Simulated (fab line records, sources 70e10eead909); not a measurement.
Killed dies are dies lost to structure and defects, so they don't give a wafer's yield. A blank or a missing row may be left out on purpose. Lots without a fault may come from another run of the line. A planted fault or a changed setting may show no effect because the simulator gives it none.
A struck lot beside a sound one | flow nand_harc | 13 steps out of a route of 1302
Sound: wafers L496.2, L496.4, L496.6. Struck: wafer L510.1. The cause comes at the end.
At each step with rows: each side's tool, then ch and its chambers, then its first start. Under that, the readings that differ: sound wafers | struck wafers | difference of the means | sigmas: that difference in standard deviations of wafers without a fault.
alike: readings whose means differ by less than 2 such deviations, and words and numbers that are the same on both sides. not compared: withheld readings, readings that some wafer has no value for, bounds like >300 that may hide the same value, and numbers for which the record gives no deviation and whose values overlap.
The two part at a step that has a row with sigmas, a row that says differs or no value, or rows on one side only. Numbers that don't overlap but have no deviation are shown without sigmas and don't part them. A reading that every wafer of one side lacks parts them only if that side has two wafers or more.

NHARC_A_BLC_CVD_24: deposits W, target thk 150 nm, time 434 s.
  sound on cvd_w-02 ch 1; struck on cvd_w-02 ch 1
  reading              | sound | struck | difference                   | sigmas
  susceptor_temp_C (C) | - - - | 300.11 | no value on the sound wafers |
  alike: heater_power_w, throttle_valve_pct
NHARC_A_BLC_CMP_25: polishes, t overpolish 30 s, target thk 150 nm.
  sound on cmp-03 ch 0,1,3, day 22 06:59; struck on cmp-02 ch 3, day 28 05:31
  alike: edge_zone_pressure_frac, motor_current_A, overpolish_run_s, time_to_endpoint_s
then, 1 step without rows for these wafers: NHARC_A_BLC_SRD_27.
NHARC_A_BLC_INSPECT_28:
  sound on defect_inspect-02, day 22 07:24; struck on defect_inspect-02, day 28 05:50
  reading          | sound       | struck | difference | sigmas
  raw_defect_count | 849 718 679 | 476    | -273       | -2
then, 7 steps without rows for these wafers: NHARC_A_M0_DEP_00 (deposits SiOC, target thk 150 nm); NHARC_A_M0_DEHYDRATE_01 (time 120 s); NHARC_A_M0_HMDS_02 (time 30 s); NHARC_A_M0_COAT_33 (time 65 s); NHARC_A_M0_COAT_03 (resist thk 90 nm); NHARC_A_M0_SOFTBAKE_04 (time 55 s); NHARC_A_M0_EBR_05.
NHARC_A_M0_EXPOSE_06: exposes mask A M0, target cd 80 nm.
  sound on arfi_scanner-01 ch 0, day 22 08:10; struck on arfi_scanner-02, day 28 06:36
  alike: mask
  not compared: exposure_dose_mJ_cm2, focus_offset_nm
then, 1 step without rows for these wafers: NHARC_A_M0_PEB_07 (peb time 65 s).

WHERE THEY PART
First at NHARC_A_BLC_CVD_24; last, within this record, at NHARC_A_BLC_INSPECT_28. Later steps at which nothing parts them and some readings are alike: NHARC_A_M0_EXPOSE_06.

WHY: what the simulator had put in
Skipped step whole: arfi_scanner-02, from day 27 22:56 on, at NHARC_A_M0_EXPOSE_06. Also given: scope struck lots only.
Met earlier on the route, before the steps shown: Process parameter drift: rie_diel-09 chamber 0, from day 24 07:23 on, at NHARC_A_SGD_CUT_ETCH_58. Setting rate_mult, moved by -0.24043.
